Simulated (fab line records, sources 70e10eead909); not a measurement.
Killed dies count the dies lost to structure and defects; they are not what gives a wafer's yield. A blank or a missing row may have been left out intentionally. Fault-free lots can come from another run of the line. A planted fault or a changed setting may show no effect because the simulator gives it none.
Commonality check across tools + flow nandHarc + Lots sampled 10, wafers sampled 30

## WHY IT WAS OPENED
At NHARC_P_GATE_INSPECT_28 the reading rawDefectCount is flagged on 2 of 10 lots. No-fault wafers: 6.2, standard deviation 2.8.
Rule: a lot gets a flag if all its wafers with a number sit over 4 standard deviations from that mean, or if no wafer of it has a number. The other lots count as sound.

| lot  | measured     | on               | rawDefectCount, wafer by wafer | flag    |
|------|--------------|------------------|--------------------------------|---------|
| L333 | day 4 19:07  | defectInspect-01 | 8 5 10                         |         |
| L342 | day 8 21:17  | defectInspect-02 | 4 7 6                          |         |
| L343 | day 9 05:53  | defectInspect-02 | 1027 1039 1100                 | FLAGGED |
| L344 | day 9 14:29  | defectInspect-02 | 1104 1070 1040                 | FLAGGED |
| L348 | day 11 09:20 | defectInspect-01 | 3 9 12                         |         |
| L349 | day 12 01:22 | defectInspect-02 | 2 6 7                          |         |
| L350 | day 12 09:39 | defectInspect-02 | 8 15 4                         |         |
| L351 | day 12 09:49 | defectInspect-01 | 2 8 5                          |         |
| L352 | day 13 03:48 | defectInspect-02 | 4 4 8                          |         |
| L353 | day 13 04:27 | defectInspect-02 | 4 1 3                          |         |
Averaged over the flagged lots the numbers come to 1063.3, +1057.1 from the usual (+99 or more standard deviations).

## WHICH TOOL RAN EACH LOT
3 process steps preceding the reading are held in the record, out of 1302 steps in the route. Cell contents, in order: the tool; ch with the chambers the sampled wafers went through; the start.
| lot  | flag    | NHARC_P_STI_ETCH_42               | NHARC_P_GATE_EXPOSE_08           | NHARC_P_GATE_DESCUM_13            |
|------|---------|-----------------------------------|----------------------------------|-----------------------------------|
| L333 |         | rieDiel-07 ch 0,1,2, day 2 21:41  | krfScanner-03 ch 0, day 4 04:56  | rieDiel-11 ch 0,3, day 4 05:16    |
| L342 |         | rieDiel-07 ch 0,1,3, day 6 16:08  | krfScanner-02 ch 0, day 8 05:37  | rieDiel-03 ch 2,3, day 8 05:57    |
| L343 | FLAGGED | rieDiel-10 ch 1,2,3, day 7 01:29  | krfScanner-03, day 8 11:17       | rieDiel-03 ch 1,2,3, day 8 11:37  |
| L344 | FLAGGED | rieDiel-07 ch 1,2,3, day 7 08:35  | krfScanner-02, day 8 19:43       | rieDiel-04 ch 1,3, day 8 20:02    |
| L348 |         | rieDiel-07 ch 0,1,3, day 9 02:52  | krfScanner-02 ch 0, day 10 15:49 | rieDiel-03 ch 0,3, day 10 16:08   |
| L349 |         | rieDiel-07 ch 0,1,3, day 9 10:38  | krfScanner-02 ch 0, day 11 07:12 | rieDiel-04 ch 0,2,3, day 11 07:32 |
| L350 |         | rieDiel-07 ch 0,1,3, day 9 21:20  | krfScanner-02 ch 0, day 11 18:05 | rieDiel-03 ch 0,2,3, day 11 18:25 |
| L351 |         | rieDiel-10 ch 0,1,2, day 10 11:13 | krfScanner-03 ch 0, day 11 18:15 | rieDiel-03 ch 0,1, day 11 18:34   |
| L352 |         | rieDiel-10 ch 0,1,2, day 10 22:53 | krfScanner-02 ch 0, day 12 12:14 | rieDiel-04 ch 0,2, day 12 12:33   |
| L353 |         | rieDiel-07 ch 0,1,3, day 11 02:44 | krfScanner-02 ch 0, day 12 12:16 | rieDiel-03 ch 0,2, day 12 12:35   |
What is done by these steps:
- NHARC_P_STI_ETCH_42: etches the open film in N2/H2, target depth 80 nm, overetch 24 nm, time 61 s.
- NHARC_P_GATE_EXPOSE_08: exposes mask P HV.
- NHARC_P_GATE_DESCUM_13: chemistry O2, time 3 s.
- NHARC_P_GATE_INSPECT_28

## FLAGGED OVER TOTAL, TOOL BY TOOL (the gauges that took the reading come last)
| step                    | tool             | lots run | flagged | share of the flagged lots | sound lots run after its first flagged lot |
|-------------------------|------------------|----------|---------|---------------------------|--------------------------------------------|
| NHARC_P_STI_ETCH_42     | rieDiel-07       | 7        | 1       | some                      | 4 (L348,L349,L350,L353)                    |
| NHARC_P_STI_ETCH_42     | rieDiel-10       | 3        | 1       | some                      | 2 (L351,L352)                              |
| NHARC_P_GATE_EXPOSE_08  | krfScanner-02    | 7        | 1       | some                      | 5 (L348,L349,L350,L352,L353)               |
| NHARC_P_GATE_EXPOSE_08  | krfScanner-03    | 3        | 1       | some                      | 1 (L351)                                   |
| NHARC_P_GATE_DESCUM_13  | rieDiel-03       | 6        | 1       | some                      | 4 (L348,L350,L351,L353)                    |
| NHARC_P_GATE_DESCUM_13  | rieDiel-04       | 3        | 1       | some                      | 2 (L349,L352)                              |
| NHARC_P_GATE_DESCUM_13  | rieDiel-11       | 1        | 0       | none                      | -                                          |
| NHARC_P_GATE_INSPECT_28 | defectInspect-01 | 3        | 0       | none                      | -                                          |
| NHARC_P_GATE_INSPECT_28 | defectInspect-02 | 7        | 2       | all                       | 4 (L349,L350,L352,L353)                    |

## WHAT IS ALLOWED BY THE TABLE
In the table, 1 row covers all flagged lots: defectInspect-02 at NHARC_P_GATE_INSPECT_28.
- defectInspect-02 at NHARC_P_GATE_INSPECT_28: 2 of its 7 lots flagged. Lots that were sound ran on it after the first flagged one (L349, L350, L352, L353); a persistent fault on the entire tool would not allow that.
None of the table's rows ran every flagged lot and, after the first, no sound lot.

## WHAT WAS PUT IN BY THE SIMULATOR
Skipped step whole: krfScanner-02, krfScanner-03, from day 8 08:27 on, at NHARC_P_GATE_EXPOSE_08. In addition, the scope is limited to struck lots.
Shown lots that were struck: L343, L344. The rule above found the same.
